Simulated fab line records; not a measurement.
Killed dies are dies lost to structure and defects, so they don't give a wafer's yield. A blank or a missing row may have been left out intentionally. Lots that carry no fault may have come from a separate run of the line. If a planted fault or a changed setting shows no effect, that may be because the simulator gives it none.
Matching of chambers | flow nand-harc | 4 sister chambers for NHARC_A_STAIRCASE_ETCH_203 on rie-diel-02
The step etches the open film in C4F8/O2, target depth 100 nm, time 40.5 s. 14 wafers are shown with their chamber, then 7 later ones without.

WAFERS, EACH WITH ITS CHAMBER
wafer  | chamber | rf-vpp-V (V) | oes-product-au (a.u.)
L457.3 | 0       | 887          | 0.945
L457.5 | 0       | 886          | 0.946
L457.6 | 3       | 897          | 0.951
L461.1 | 3       | 897          | 0.962
L461.4 | 2       | 889          | 0.960
L461.6 | 1       | 894          | 0.943
L463.2 | 3       | 896          | 0.949
L463.3 | 0       | 886          | 0.946
L463.4 | 2       | 888          | 0.950
L465.1 | 2       | 889          | 0.934
L465.5 | 1       | 894          | 0.945
L465.6 | 0       | 886          | 0.950
L466.1 | 2       | 888          | 0.960
L466.5 | 3       | 898          | 0.949

SIGNATURES, as means of the wafers listed above
reading        | chamber 0 | chamber 1 | chamber 2 | chamber 3 | scatter within a chamber
rf-vpp-V       | 886.25    | 894.00    | 888.50    | 897.00    | 0.612
oes-product-au | 0.94675   | 0.94400   | 0.95100   | 0.95275   | 0.00765
Rule: a wafer lies at a distance from a chamber equal to the root of the sum of squares, over the readings, of (its reading less the chamber's mean, divided by the reading's scatter). If the next closest chamber is less than 2 further off than the closest, the wafer can't be placed; otherwise it belongs to the closest. The scatter: the root of (the sum of the squares of (reading less its chamber's mean) over the shown wafers, divided by (wafers less chambers)).

WAFERS WITHOUT THEIR CHAMBER
wafer  | rf-vpp-V (V) | oes-product-au (a.u.)
L466.6 | 889          | 0.956
L475.1 | 897          | 0.937
L475.2 | 905          | 0.952
L475.5 | 897          | 0.940
L476.1 | 906          | 0.964
L476.2 | 897          | 0.941
L476.3 | 894          | 0.949

WHICH CHAMBER EACH ONE RAN IN
wafer  | from the rows above | in truth
L466.6 | 2                   | 2
L475.1 | 3                   | 3
L475.2 | 3                   | 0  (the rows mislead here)
L475.5 | 3                   | 3
L476.1 | 3                   | 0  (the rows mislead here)
L476.2 | 3                   | 3
L476.3 | 1                   | 1
Placed correctly: 5 of 7. Not placeable from these rows: 0. Placed wrongly: 2.
